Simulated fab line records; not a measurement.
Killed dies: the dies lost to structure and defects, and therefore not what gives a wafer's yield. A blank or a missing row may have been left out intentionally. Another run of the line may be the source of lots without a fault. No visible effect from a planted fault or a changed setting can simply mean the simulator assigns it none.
What tool caused it? | flow nandHarc | Sampling: 13 lots, 39 wafers, 6 of 1302 route steps

WHAT EACH GAUGE READ, for each wafer
NHARC_A_ONON_D2_THK_MEAS_11: measures by ellipsometry. Usual: thkNm at 999 nm, with a standard deviation of 11.
lot  | measured     | on           | thkNm (nm)     | flag
L827 | day 13 14:14 | filmMetro-01 | 1007 1006 1007 | 
L830 | day 14 10:18 | filmMetro-01 | 992 991 993    | 
L829 | day 14 10:49 | filmMetro-01 | 997 997 997    | 
L831 | day 15 06:04 | filmMetro-02 | 1001 1002 1002 | 
L833 | day 16 03:10 | filmMetro-01 | 996 996 995    | 
L834 | day 16 08:59 | filmMetro-02 | 999 998 998    | 
L836 | day 17 06:26 | filmMetro-02 | 989 990 989    | 
L835 | day 17 06:38 | filmMetro-02 | 1024 1023 1024 | 
L837 | day 17 10:28 | filmMetro-01 | 995 997 995    | 
L839 | day 18 12:25 | filmMetro-02 | 1000 999 997   | 
L840 | day 18 19:13 | filmMetro-02 | 978 979 978    | 
L846 | day 21 09:49 | filmMetro-02 | 1013 1012 1012 | 
L847 | day 22 00:43 | filmMetro-02 | 972 971 971    | 

NHARC_A_ONON_D2_THK_MEAS_34: measures by ellipsometry. Usual: thkNm at 200.0 nm, with a standard deviation of 2.7.
lot  | measured     | on           | thkNm (nm)        | flag
L827 | day 14 03:13 | filmMetro-02 | 199.7 197.3 198.9 | 
L830 | day 14 20:58 | filmMetro-02 | 199.9 200.6 199.7 | 
L829 | day 14 21:05 | filmMetro-01 | 199.5 199.4 201.8 | 
L831 | day 15 16:46 | filmMetro-01 | 199.4 200.1 203.5 | 
L833 | day 16 13:55 | filmMetro-02 | 200.1 201.1 203.0 | 
L834 | day 16 21:47 | filmMetro-01 | 196.0 200.0 193.7 | 
L836 | day 17 17:25 | filmMetro-01 | 201.9 206.2 203.2 | 
L835 | day 17 17:26 | filmMetro-02 | 194.9 196.8 199.9 | 
L837 | day 17 21:17 | filmMetro-02 | 201.9 201.1 202.9 | 
L839 | day 19 00:05 | filmMetro-01 | 201.4 199.9 204.2 | 
L840 | day 19 06:15 | filmMetro-02 | 199.5 201.9 205.4 | 
L846 | day 21 21:08 | filmMetro-02 | 217.9 217.9 219.5 | OFF
L847 | day 22 12:02 | filmMetro-01 | 213.5 217.7 219.2 | OFF

NHARC_A_CHANNEL_HOLE_D2_CD_MEAS_10 targets a cd of 100 nm. Usual: cdNm at 99.9 nm, with a standard deviation of 0.41.
lot  | measured     | on       | cdNm (nm)         | flag
L827 | day 14 08:41 | cdSem-02 | 99.9 100.5 100.2  | 
L830 | day 14 23:35 | cdSem-03 | 99.8 99.7 99.8    | 
L829 | day 14 23:53 | cdSem-03 | 100.4 99.4 100.1  | 
L831 | day 15 19:32 | cdSem-02 | 99.7 100.3 100.0  | 
L833 | day 16 18:45 | cdSem-02 | 100.1 100.2 100.1 | 
L834 | day 17 01:55 | cdSem-01 | 99.9 100.2 100.2  | 
L836 | day 17 21:16 | cdSem-03 | 100.2 100.2 100.2 | 
L835 | day 17 21:49 | cdSem-03 | 99.3 99.9 99.9    | 
L837 | day 18 05:38 | cdSem-02 | 100.3 99.7 100.0  | 
L839 | day 19 02:41 | cdSem-01 | 99.3 98.9 99.1    | 
L840 | day 19 09:02 | cdSem-03 | 100.5 100.4 100.6 | 
L846 | day 22 00:32 | cdSem-03 | 100.3 99.9 100.3  | 
L847 | day 22 16:19 | cdSem-03 | 99.9 100.0 99.9   | 

NHARC_A_CHANNEL_HOLE_D2_INSPECT_12. Usual: rawDefectCount at 29, with a standard deviation of 23.
lot  | measured     | on               | rawDefectCount | flag
L827 | day 14 08:48 | defectInspect-01 | 49 70 55       | 
L830 | day 14 23:43 | defectInspect-01 | 11 7 12        | 
L829 | day 15 00:01 | defectInspect-02 | 7 17 15        | 
L831 | day 15 19:39 | defectInspect-02 | 13 16 5        | 
L833 | day 16 18:53 | defectInspect-02 | 5 11 8         | 
L834 | day 17 02:02 | defectInspect-02 | 12 18 9        | 
L836 | day 17 21:23 | defectInspect-01 | 10 5 8         | 
L835 | day 17 21:56 | defectInspect-01 | 9 12 9         | 
L837 | day 18 05:45 | defectInspect-01 | 15 11 12       | 
L839 | day 19 02:49 | defectInspect-02 | 64 47 50       | 
L840 | day 19 09:10 | defectInspect-01 | 59 74 51       | 
L846 | day 22 00:40 | defectInspect-01 | 22 29 22       | 
L847 | day 22 16:26 | defectInspect-02 | 37 16 29       | 

NHARC_END_SORT_01. Usual: killedAtArray 55, standard deviation 17; killedAtOther 1.1, standard deviation 1.4; killedAtPeriphery 3.9, standard deviation 3; killedDies 59, standard deviation 17; killedOpen 3.5, standard deviation 2; killedShort 2.6, standard deviation 1.6.
lot  | measured     | on        | killedAtArray | killedAtOther | killedAtPeriphery | killedDies | killedOpen | killedShort | flag
L835 | day 28 20:32 | prober-01 | 8 17 18       | 1 1 2         | 3 1 2             | 12 19 22   | 4 1 3      | 0 2 1       | 
L839 | day 30 17:21 | prober-01 | 67 76 75      | 1 1 1         | 2 3 3             | 70 80 79   | 2 4 6      | 3 4 5       | 

EACH LOT AND THE TOOL THAT RAN IT (in order: tool; ch and the chambers of the sampled wafers; start)
lot  | NHARC_A_ONON_D2_DEP_33
L827 | pecvd-02 ch 1,2, day 14 02:49
L830 | pecvd-04 ch 1,2, day 14 20:33
L829 | pecvd-01 ch 0,1,2, day 14 20:38
L831 | pecvd-01 ch 0,1, day 15 16:20
L833 | pecvd-01 ch 0,1,2, day 16 13:32
L834 | pecvd-01 ch 1,2, day 16 21:22
L836 | pecvd-01 ch 0,1, day 17 17:05
L835 | pecvd-02 ch 1,2, day 17 17:01
L837 | pecvd-04 ch 0,1, day 17 20:52
L839 | pecvd-01 ch 0,1,2, day 18 23:43
L840 | pecvd-01 ch 1,2, day 19 05:50
L846 | pecvd-04 ch 0,1,2, day 21 20:44
L847 | pecvd-04 ch 0,2, day 22 11:37
- NHARC_A_ONON_D2_DEP_33: deposits SiO2, target thk 200 nm.

AS READ BY THE TOOLS THEMSELVES (means over the sampled wafers that have a number; for cases with no such wafer, the mark the record gives instead)
NHARC_A_ONON_D2_DEP_33. Usual: heaterPowerW 578 W, standard deviation 86; mfcPrecursorSccm 161.4 sccm, standard deviation 0.44; rfFwdPowerW 898.8 W, standard deviation 2.6; throttleValvePct 16.1 %, standard deviation 0.44.
lot  | tool     | heaterPowerW (W) | mfcPrecursorSccm (sccm) | rfFwdPowerW (W) | throttleValvePct (%) | flag
L827 | pecvd-02 | 651              | 161.5                   | 896.7           | 16.3                 | 
L830 | pecvd-04 | 489              | 161.7                   | 898.9           | 15.8                 | 
L829 | pecvd-01 | 574              | 161.1                   | 897.4           | 15.9                 | 
L831 | pecvd-01 | 555              | 161.3                   | 900.0           | 16.1                 | 
L833 | pecvd-01 | 629              | 161.1                   | 897.5           | 16.0                 | 
L834 | pecvd-01 | 637              | 161.0                   | 899.5           | 15.6                 | 
L836 | pecvd-01 | 574              | 161.7                   | 901.0           | 16.3                 | 
L835 | pecvd-02 | 638              | 161.3                   | 898.2           | 16.8                 | 
L837 | pecvd-04 | 531              | 161.6                   | 900.6           | 16.4                 | 
L839 | pecvd-01 | 579              | 161.9                   | 900.5           | 16.0                 | 
L840 | pecvd-01 | 641              | 161.3                   | 898.3           | 16.0                 | 
L846 | pecvd-04 | 488              | 175.8                   | 898.7           | 16.3                 | OFF
L847 | pecvd-04 | 580              | 176.2                   | 899.2           | 16.5                 | OFF

THE ANSWER, worked out from the rows above alone
Rule: a lot is off if the mean of its wafers that have a number lies more than 3 standard deviations from the usual mean. Also off: a lot with no number at a reading for which 4 or more lots have one. The other lots that the step has rows for count as sound. Order of review: gauges by route order, followed by the tools' own readings, for which a lot's mean as printed above is used. The first step at which some lot is off is used, and at that step the reading that is off furthest; a lot without a number counts as furthest.
Off: L846, L847, at NHARC_A_ONON_D2_THK_MEAS_34 (thkNm).
If a tool, at a process step before that reading, ran all the lots that are off and no sound lot after the first of them, it fits. The gauges at NHARC_A_ONON_D2_THK_MEAS_34 aren't tried: what is off there is off at NHARC_A_ONON_D2_DEP_33 too, on other tools, and a gauge's error can't cause that. One fits: pecvd-04 at NHARC_A_ONON_D2_DEP_33. Its last sound lot is L837 (day 17 20:52), its first lot that is off L846 (day 21 20:44): a fault that began between those two fits.
On the lots that are off, the tool's own readings at NHARC_A_ONON_D2_DEP_33 differ by more than 5 times the standard deviation of the sound lots' means, which bears it out; mfcPrecursorSccm reads 176.0 sccm there versus 161.4 sccm on the sound lots.

WHAT THE SIMULATOR PUT IN
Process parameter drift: pecvd-04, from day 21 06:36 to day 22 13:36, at NHARC_A_ONON_D2_DEP_33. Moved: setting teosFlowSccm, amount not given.
Shown lots that were struck: L846, L847. This agrees with what the rule above found.
